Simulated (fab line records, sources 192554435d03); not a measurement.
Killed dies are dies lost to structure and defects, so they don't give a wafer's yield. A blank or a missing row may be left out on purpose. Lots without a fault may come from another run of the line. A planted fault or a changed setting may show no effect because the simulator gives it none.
Chamber matching | flow n5_finfet | N5_DUMMY_GATE_ETCH_36 on rie_diel-02: 4 sister chambers
The step etches SiARC in CF4, target depth 13 nm. 8 wafers are shown with their chamber, then 7 later ones without.

WAFERS WITH THEIR CHAMBER
wafer  | chamber | drypump_motor_current_A (A) | showerhead_plenum_p_Torr (Torr)
L638.4 | 1       | 5.7                         | 2.23
L638.5 | 3       | 6.5                         | 2.07
L641.1 | 2       | 5.9                         | 2.12
L641.3 | 1       | 5.7                         | 2.22
L645.4 | 3       | 6.5                         | 2.06
L645.5 | 0       | 6.5                         | 2.14
L649.2 | 2       | 5.8                         | 2.12
L649.3 | 0       | 6.5                         | 2.14

WAFERS WITHOUT THEIR CHAMBER
wafer  | drypump_motor_current_A (A) | showerhead_plenum_p_Torr (Torr)
L649.4 | 6.5                         | 2.06
L657.3 | 5.8                         | 2.11
L657.4 | 6.5                         | 2.06
L657.5 | 6.5                         | 2.13
L659.2 | 5.8                         | 2.11
L659.4 | 6.6                         | 2.13
L659.6 | 6.5                         | 2.06

WHICH CHAMBER EACH WENT THROUGH
wafer  | from the rows above | in truth
L649.4 | 3                   | 3
L657.3 | 2                   | 2
L657.4 | 3                   | 3
L657.5 | 0                   | 0
L659.2 | 2                   | 2
L659.4 | 0                   | 0
L659.6 | 3                   | 3
Placed correctly: 7 of 7. Can't be placed from these rows: 0. Placed wrongly: 0.
How it was worked out, from the rows above alone: a wafer's distance from a chamber is the root of the sum, over the readings, of the square of ((its reading less the chamber's mean) divided by the reading's scatter). The wafer belongs to the nearest chamber; if the next one is less than 2 further off, it can't be placed. A chamber's mean is the mean of its shown wafers. The scatter: the root of (the sum of the squares of (reading less its chamber's mean) over the shown wafers, divided by (wafers less chambers)).
